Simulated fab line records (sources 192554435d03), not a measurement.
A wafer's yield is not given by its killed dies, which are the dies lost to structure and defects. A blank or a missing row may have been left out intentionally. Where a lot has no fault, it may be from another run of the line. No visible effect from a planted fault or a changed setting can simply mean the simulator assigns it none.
Which tool is to blame? / flow n5Finfet / 11 lots with 30 wafers sampled at 5 steps, on a route of 1938 steps

## WHAT EACH GAUGE READ, for each wafer
N5_BEOL_M15_OVL_MEAS_29. Usual: M15_OVL gives 4 nm (standard deviation 5.5).
lot=L787; measured=day 12 06:00; on=overlay-02; M15_OVL (nm)=6 6 -2; flag=
lot=L788; measured=day 12 09:33; on=overlay-02; M15_OVL (nm)=7 -1 -2; flag=
lot=L789; measured=day 12 17:36; on=overlay-01; M15_OVL (nm)=7 6 3; flag=
lot=L793; measured=day 13 17:45; on=overlay-01; M15_OVL (nm)=3 7; flag=
lot=L795; measured=day 14 10:33; on=overlay-02; M15_OVL (nm)=-3 -8 -4; flag=
lot=L796; measured=day 14 16:40; on=overlay-02; M15_OVL (nm)=4 11; flag=
lot=L801; measured=day 16 01:45; on=overlay-02; M15_OVL (nm)=7 10 8; flag=
lot=L804; measured=day 16 06:25; on=overlay-01; M15_OVL (nm)=8 12 12; flag=
lot=L807; measured=day 17 05:54; on=overlay-02; M15_OVL (nm)=4 4 2; flag=
lot=L806; measured=day 17 21:06; on=overlay-02; M15_OVL (nm)=-5 2; flag=
lot=L808; measured=day 18 14:07; on=overlay-02; M15_OVL (nm)=-1 2 3; flag=

N5_BEOL_M15_INSPECT_55: inspects for defects (darkfield). Usual: rawDefectCount at 75, with a standard deviation of 29.
lot=L787; measured=day 12 09:23; on=defectInspect-01; rawDefectCount=147 110 107; flag=
lot=L788; measured=day 12 15:01; on=defectInspect-01; rawDefectCount=104 93 47; flag=
lot=L789; measured=day 12 22:13; on=defectInspect-02; rawDefectCount=29 27 44; flag=
lot=L793; measured=day 13 22:31; on=defectInspect-01; rawDefectCount=103 66; flag=
lot=L795; measured=day 14 13:26; on=defectInspect-01; rawDefectCount=56 80 58; flag=
lot=L796; measured=day 14 19:02; on=defectInspect-01; rawDefectCount=76 44; flag=
lot=L801; measured=day 16 05:19; on=defectInspect-02; rawDefectCount=40 62 50; flag=
lot=L804; measured=day 16 09:26; on=defectInspect-01; rawDefectCount=65 47 35; flag=
lot=L807; measured=day 17 09:15; on=defectInspect-02; rawDefectCount=60 45 51; flag=
lot=L806; measured=day 18 00:26; on=defectInspect-02; rawDefectCount=65 36; flag=
lot=L808; measured=day 18 18:54; on=defectInspect-02; rawDefectCount=53 75 105; flag=

## EACH LOT AND THE TOOL THAT RAN IT (in order: tool; ch and the chambers of the sampled wafers; start)
lot=L787; N5_BEOL_M15_STRIP_36=rieDiel-02 ch 0,1,2, day 12 06:26; N5_BEOL_M15_SPUTTER_43=pvdSputter-03, day 12 07:02; N5_BEOL_M15_CMP_49=cmp-03 ch 1,2, day 12 08:56
lot=L788; N5_BEOL_M15_STRIP_36=rieDiel-01 ch 1,2,3, day 12 13:04; N5_BEOL_M15_SPUTTER_43=pvdSputter-01, day 12 13:45; N5_BEOL_M15_CMP_49=cmp-02 ch 1,2,3, day 12 14:38
lot=L789; N5_BEOL_M15_STRIP_36=rieDiel-02 ch 1,2, day 12 20:11; N5_BEOL_M15_SPUTTER_43=pvdSputter-02, day 12 20:56; N5_BEOL_M15_CMP_49=cmp-04 ch 1,2,3, day 12 21:47
lot=L793; N5_BEOL_M15_STRIP_36=rieDiel-06 ch 0,2, day 13 20:26; N5_BEOL_M15_SPUTTER_43=pvdSputter-02, day 13 21:14; N5_BEOL_M15_CMP_49=cmp-02 ch 0,2, day 13 22:06
lot=L795; N5_BEOL_M15_STRIP_36=rieDiel-06 ch 1,3, day 14 11:34; N5_BEOL_M15_SPUTTER_43=pvdSputter-01, day 14 12:09; N5_BEOL_M15_CMP_49=cmp-03 ch 0,1,2, day 14 13:01
lot=L796; N5_BEOL_M15_STRIP_36=rieDiel-01 ch 1,3, day 14 17:17; N5_BEOL_M15_SPUTTER_43=pvdSputter-02, day 14 17:44; N5_BEOL_M15_CMP_49=cmp-02 ch 0,3, day 14 18:42
lot=L801; N5_BEOL_M15_STRIP_36=rieDiel-01 ch 0,1,3, day 16 02:34; N5_BEOL_M15_SPUTTER_43=pvdSputter-01, day 16 03:41; N5_BEOL_M15_CMP_49=cmp-04 ch 1,2,3, day 16 04:52
lot=L804; N5_BEOL_M15_STRIP_36=rieDiel-01 ch 0,2, day 16 07:30; N5_BEOL_M15_SPUTTER_43=pvdSputter-01, day 16 08:10; N5_BEOL_M15_CMP_49=cmp-02 ch 1,2, day 16 08:59
lot=L807; N5_BEOL_M15_STRIP_36=rieDiel-02 ch 0,1,3, day 17 06:16; N5_BEOL_M15_SPUTTER_43=pvdSputter-02, day 17 07:52; N5_BEOL_M15_CMP_49=cmp-03 ch 1,2,3, day 17 08:48
lot=L806; N5_BEOL_M15_STRIP_36=rieDiel-06 ch 1,2, day 17 22:06; N5_BEOL_M15_SPUTTER_43=pvdSputter-01, day 17 23:10; N5_BEOL_M15_CMP_49=cmp-03 ch 0,2, day 18 00:01
lot=L808; N5_BEOL_M15_STRIP_36=rieDiel-02 ch 0,3, day 18 16:47; N5_BEOL_M15_SPUTTER_43=pvdSputter-02, day 18 17:36; N5_BEOL_M15_CMP_49=cmp-03 ch 1,2, day 18 18:27
- N5_BEOL_M15_STRIP_36: strips in O2.
- N5_BEOL_M15_SPUTTER_43: material TaN, target thk 15 nm, time 24.19 s.
- N5_BEOL_M15_CMP_49: polishes, stops on SiO2, t overpolish 4.9 s, target thk 850 nm.

## WHAT THE TOOLS THEMSELVES READ (means of the sampled wafers that have a number; where no wafer has one, the mark that the record gives instead)
N5_BEOL_M15_STRIP_36. Usual: drypumpMotorCurrentA 5.7 A, standard deviation 0.37; oesProductAu 0.80 a.u., standard deviation 0.082; rfVppV 3.7 V, standard deviation 0.93; showerheadPlenumPTorr 2.10 Torr, standard deviation 0.064; throttleValvePct 16.64 %, standard deviation 0.23.
lot=L787; tool=rieDiel-02; drypumpMotorCurrentA (A)=5.6; oesProductAu (a.u.)=0.79; rfVppV (V)=4.4; showerheadPlenumPTorr (Torr)=2.13; throttleValvePct (%)=16.71; flag=
lot=L788; tool=rieDiel-01; drypumpMotorCurrentA (A)=6.0; oesProductAu (a.u.)=0.77; rfVppV (V)=3.7; showerheadPlenumPTorr (Torr)=2.10; throttleValvePct (%)=16.54; flag=
lot=L789; tool=rieDiel-02; drypumpMotorCurrentA (A)=5.6; oesProductAu (a.u.)=0.69; rfVppV (V)=3.9; showerheadPlenumPTorr (Torr)=2.11; throttleValvePct (%)=16.76; flag=
lot=L793; tool=rieDiel-06; drypumpMotorCurrentA (A)=5.6; oesProductAu (a.u.)=0.79; rfVppV (V)=4.5; showerheadPlenumPTorr (Torr)=2.11; throttleValvePct (%)=16.75; flag=
lot=L795; tool=rieDiel-06; drypumpMotorCurrentA (A)=5.5; oesProductAu (a.u.)=0.88; rfVppV (V)=3.9; showerheadPlenumPTorr (Torr)=2.08; throttleValvePct (%)=16.39; flag=
lot=L796; tool=rieDiel-01; drypumpMotorCurrentA (A)=6.2; oesProductAu (a.u.)=0.80; rfVppV (V)=4.7; showerheadPlenumPTorr (Torr)=2.12; throttleValvePct (%)=16.63; flag=
lot=L801; tool=rieDiel-01; drypumpMotorCurrentA (A)=5.9; oesProductAu (a.u.)=0.78; rfVppV (V)=2.7; showerheadPlenumPTorr (Torr)=2.12; throttleValvePct (%)=16.78; flag=
lot=L804; tool=rieDiel-01; drypumpMotorCurrentA (A)=5.5; oesProductAu (a.u.)=0.73; rfVppV (V)=3.1; showerheadPlenumPTorr (Torr)=2.10; throttleValvePct (%)=16.85; flag=
lot=L807; tool=rieDiel-02; drypumpMotorCurrentA (A)=5.9; oesProductAu (a.u.)=0.83; rfVppV (V)=3.6; showerheadPlenumPTorr (Torr)=2.09; throttleValvePct (%)=16.62; flag=
lot=L806; tool=rieDiel-06; drypumpMotorCurrentA (A)=5.3; oesProductAu (a.u.)=0.90; rfVppV (V)=3.0; showerheadPlenumPTorr (Torr)=2.10; throttleValvePct (%)=16.42; flag=
lot=L808; tool=rieDiel-02; drypumpMotorCurrentA (A)=6.1; oesProductAu (a.u.)=0.86; rfVppV (V)=3.2; showerheadPlenumPTorr (Torr)=2.16; throttleValvePct (%)=16.76; flag=

N5_BEOL_M15_SPUTTER_43. Usual: biasV 168.4 V, standard deviation 1.6; throttleValvePct 29.9 %, standard deviation 1.
lot=L787; tool=pvdSputter-03; biasV (V)=167.9; throttleValvePct (%)=30.1; flag=
lot=L788; tool=pvdSputter-01; biasV (V)=169.5; throttleValvePct (%)=29.2; flag=
lot=L789; tool=pvdSputter-02; biasV (V)=169.0; throttleValvePct (%)=30.5; flag=
lot=L793; tool=pvdSputter-02; biasV (V)=168.4; throttleValvePct (%)=29.8; flag=
lot=L795; tool=pvdSputter-01; biasV (V)=168.9; throttleValvePct (%)=29.2; flag=
lot=L796; tool=pvdSputter-02; biasV (V)=170.3; throttleValvePct (%)=30.2; flag=
lot=L801; tool=pvdSputter-01; biasV (V)=168.1; throttleValvePct (%)=30.0; flag=
lot=L804; tool=pvdSputter-01; biasV (V)=168.2; throttleValvePct (%)=28.7; flag=
lot=L807; tool=pvdSputter-02; biasV (V)=167.9; throttleValvePct (%)=30.6; flag=
lot=L806; tool=pvdSputter-01; biasV (V)=168.3; throttleValvePct (%)=28.9; flag=
lot=L808; tool=pvdSputter-02; biasV (V)=169.1; throttleValvePct (%)=30.7; flag=

N5_BEOL_M15_CMP_49. Usual: barrierFieldEndpointS 11.35 s, standard deviation 0.28; headPressurePsi 2.000 psi, standard deviation 0.0041; motorCurrentA 7.7 A, standard deviation 0.68; padLifeWafers 944, standard deviation 680; slurryFilterDpKPa 13.51 kPa, standard deviation 0.15.
lot=L787; tool=cmp-03; barrierFieldEndpointS (s)=11.38; headPressurePsi (psi)=2.002; motorCurrentA (A)=7.9; padLifeWafers=1860; slurryFilterDpKPa (kPa)=13.42; flag=
lot=L788; tool=cmp-02; barrierFieldEndpointS (s)=11.16; headPressurePsi (psi)=2.001; motorCurrentA (A)=8.4; padLifeWafers=2024; slurryFilterDpKPa (kPa)=13.62; flag=
lot=L789; tool=cmp-04; barrierFieldEndpointS (s)=11.15; headPressurePsi (psi)=2.003; motorCurrentA (A)=7.4; padLifeWafers=1292; slurryFilterDpKPa (kPa)=13.31; flag=
lot=L793; tool=cmp-02; barrierFieldEndpointS (s)=12.28; headPressurePsi (psi)=1.998; motorCurrentA (A)=7.8; padLifeWafers=92; slurryFilterDpKPa (kPa)=13.52; flag=OFF
lot=L795; tool=cmp-03; barrierFieldEndpointS (s)=11.78; headPressurePsi (psi)=1.998; motorCurrentA (A)=8.1; padLifeWafers=242; slurryFilterDpKPa (kPa)=13.46; flag=
lot=L796; tool=cmp-02; barrierFieldEndpointS (s)=13.02; headPressurePsi (psi)=2.000; motorCurrentA (A)=7.4; padLifeWafers=255; slurryFilterDpKPa (kPa)=13.48; flag=OFF
lot=L801; tool=cmp-04; barrierFieldEndpointS (s)=11.19; headPressurePsi (psi)=1.999; motorCurrentA (A)=7.2; padLifeWafers=1862; slurryFilterDpKPa (kPa)=13.48; flag=
lot=L804; tool=cmp-02; barrierFieldEndpointS (s)=11.13; headPressurePsi (psi)=2.002; motorCurrentA (A)=8.3; padLifeWafers=522; slurryFilterDpKPa (kPa)=13.48; flag=
lot=L807; tool=cmp-03; barrierFieldEndpointS (s)=11.40; headPressurePsi (psi)=2.000; motorCurrentA (A)=8.1; padLifeWafers=745; slurryFilterDpKPa (kPa)=13.65; flag=
lot=L806; tool=cmp-03; barrierFieldEndpointS (s)=11.88; headPressurePsi (psi)=1.998; motorCurrentA (A)=8.1; padLifeWafers=890; slurryFilterDpKPa (kPa)=13.41; flag=
lot=L808; tool=cmp-03; barrierFieldEndpointS (s)=11.38; headPressurePsi (psi)=2.001; motorCurrentA (A)=8.1; padLifeWafers=1026; slurryFilterDpKPa (kPa)=13.60; flag=

## THE ANSWER, worked out from the rows above alone
Rule: lot off if the mean of its wafers having a number is beyond 3 standard deviations from the usual mean. A lot without any number at a reading at which 4 lots or more have one is off too. Any other lot the step has rows for is counted as sound. First the gauges in route order, then the tools' own readings, where a lot's mean is used as printed above. The first step at which some lot is off is used, and at that step the reading that is off furthest; a lot without a number counts as furthest.
Off, at N5_BEOL_M15_CMP_49 on barrierFieldEndpointS: L793, L796.
If a tool, at that step or one of the process steps before it, ran each lot that is off and ran no sound lot following the first of them, it fits. Of those tried, none fits.

## WHAT HAD BEEN PUT IN BY THE SIMULATOR
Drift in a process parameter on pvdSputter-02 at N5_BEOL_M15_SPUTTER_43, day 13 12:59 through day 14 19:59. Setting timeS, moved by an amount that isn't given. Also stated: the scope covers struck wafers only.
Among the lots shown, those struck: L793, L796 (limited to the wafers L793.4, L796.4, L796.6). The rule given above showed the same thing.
